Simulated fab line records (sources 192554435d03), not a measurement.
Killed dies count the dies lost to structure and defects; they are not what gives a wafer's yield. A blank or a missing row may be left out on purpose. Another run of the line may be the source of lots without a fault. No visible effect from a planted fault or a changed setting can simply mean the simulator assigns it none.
Chamber matching :: flow n5 finfet :: N5_HKMG_FIN_CMP_94 on cmp-02: 4 sister chambers
The step polishes, stops on SiNx, t overpolish 4.7 s, target thk 43.299 nm. 7 wafers are shown with their chamber, then 8 later ones without.

## WAFERS WITH THEIR CHAMBER
wafer: L075.2
chamber: 3
motor current A (A): 13.9

wafer: L081.3
chamber: 2
motor current A (A): 12.7

wafer: L086.5
chamber: 0
motor current A (A): 12.3

wafer: L087.4
chamber: 1
motor current A (A): 12.8

wafer: L087.5
chamber: 2
motor current A (A): 11.8

wafer: L087.6
chamber: 1
motor current A (A): 12.2

wafer: L089.1
chamber: 0
motor current A (A): 13.2

## WAFERS MISSING THEIR CHAMBER
wafer: L089.5
motor current A (A): 14.2

wafer: L089.6
motor current A (A): 12.0

wafer: L092.1
motor current A (A): 12.3

wafer: L092.3
motor current A (A): 14.9

wafer: L092.5
motor current A (A): 14.9

wafer: L096.2
motor current A (A): 11.7

wafer: L096.3
motor current A (A): 13.5

wafer: L096.6
motor current A (A): 14.0

## WHICH CHAMBER EACH ONE RAN IN
wafer: L089.5
from the rows above: 3
in truth: 3

wafer: L089.6
from the rows above: can't be placed: 2 or 1 or 0
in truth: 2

wafer: L092.1
from the rows above: can't be placed: 2 or 1 or 0
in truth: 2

wafer: L092.3
from the rows above: 3
in truth: 3

wafer: L092.5
from the rows above: 3
in truth: 3

wafer: L096.2
from the rows above: can't be placed: 2 or 1 or 0
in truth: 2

wafer: L096.3
from the rows above: can't be placed: 3 or 0 or 1 or 2
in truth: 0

wafer: L096.6
from the rows above: 3
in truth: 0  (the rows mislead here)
3 of 8 placed correctly. From these rows, 4 cannot be placed; in 4 the true chamber is one of the candidates. Wrongly placed: 1.
How it was worked out, from the rows above alone: a wafer's distance from a chamber is the root of the sum, over the readings, of the square of ((its reading less the chamber's mean) divided by the reading's scatter). If the next closest chamber is less than 2 further off than the closest, the wafer can't be placed; otherwise it belongs to the closest. Each chamber's mean is taken over the wafers shown for it. The scatter: take each reading less its chamber's mean, square it, sum over the shown wafers, divide by the number of wafers less the number of chambers, and take the root.
